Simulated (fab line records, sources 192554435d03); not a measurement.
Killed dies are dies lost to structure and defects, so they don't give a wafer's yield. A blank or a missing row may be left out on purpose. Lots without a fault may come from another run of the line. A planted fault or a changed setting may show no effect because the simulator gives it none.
Chamber matching | flow n5_finfet | N5_GATE_CUT_SAC_CAP_01 on ald_sin-04: 4 sister chambers
The step material SiNx, target thk 24 nm, pulse time 1 s, ald cycles 480. 18 wafers are shown with their chamber, then 9 later ones without.

WAFERS WITH THEIR CHAMBER
wafer  | chamber | heater_power_w (W) | precursor_pulse_height_rel | chamber_pressure_Torr (Torr)
L074.2 | 0       | 839                | 0.991                      | 1.995
L074.3 | 2       | 976                | 0.978                      | 1.999
L074.4 | 2       | 985                | 1.018                      | 1.998
L076.2 | 3       | 843                | 0.999                      | 2.004
L076.3 | 1       | 939                | 1.020                      | 2.005
L076.5 | 2       | 958                | 0.980                      | 2.005
L075.4 | 0       | 860                | 0.969                      | 2.002
L075.5 | 3       | 847                | 0.987                      | 2.005
L075.6 | 2       | 983                | 1.011                      | 2.006
L077.4 | 3       | 849                | 1.023                      | 2.002
L077.5 | 0       | 862                | 1.024                      | 2.000
L077.6 | 3       | 874                | 0.997                      | 2.002
L078.1 | 2       | 983                | 1.011                      | 2.000
L078.3 | 1       | 938                | 0.987                      | 1.998
L078.4 | 3       | 876                | 1.032                      | 1.997
L081.3 | 0       | 848                | 0.985                      | 2.005
L081.5 | 3       | 872                | 1.011                      | 2.001
L081.6 | 0       | 848                | 0.997                      | 2.007

SIGNATURES (means of the wafers above)
reading                    | chamber 0 | chamber 1 | chamber 2 | chamber 3 | scatter within a chamber
heater_power_w             | 851.40    | 938.50    | 977.00    | 860.17    | 12.1
precursor_pulse_height_rel | 0.99320   | 1.00350   | 0.99960   | 1.00817   | 0.019
chamber_pressure_Torr      | 2.00180   | 2.00150   | 2.00160   | 2.00183   | 0.00381
Rule: a wafer's distance from a chamber is the root of the sum, over the readings, of the square of ((its reading less the chamber's mean) divided by the reading's scatter). The wafer belongs to the nearest chamber; if the next one is less than 2 further off, it can't be placed. The scatter: the root of (the sum of the squares of (reading less its chamber's mean) over the shown wafers, divided by (wafers less chambers)).

WAFERS WITHOUT THEIR CHAMBER
wafer  | heater_power_w (W) | precursor_pulse_height_rel | chamber_pressure_Torr (Torr)
L084.2 | 872                | 1.019                      | 1.993
L084.3 | 832                | 1.004                      | 2.008
L084.4 | 929                | 0.993                      | 1.998
L089.3 | 824                | 0.990                      | 2.002
L089.4 | 937                | 1.006                      | 1.998
L089.5 | 930                | 0.984                      | 2.003
L096.4 | 845                | 0.958                      | 2.005
L096.5 | 910                | 0.985                      | 1.999
L096.6 | 876                | 1.021                      | 2.009

WHICH CHAMBER EACH WENT THROUGH
wafer  | from the rows above     | in truth
L084.2 | can't be placed: 3 or 0 | 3
L084.3 | can't be placed: 0 or 3 | 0
L084.4 | 1                       | 1
L089.3 | can't be placed: 0 or 3 | 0
L089.4 | 1                       | 1
L089.5 | 1                       | 1
L096.4 | can't be placed: 0 or 3 | 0
L096.5 | can't be placed: 1 or 3 | 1
L096.6 | can't be placed: 3 or 0 | 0
Placed correctly: 3 of 9. Can't be placed from these rows: 6 (the true chamber is among the candidates in 6). Placed wrongly: 0.
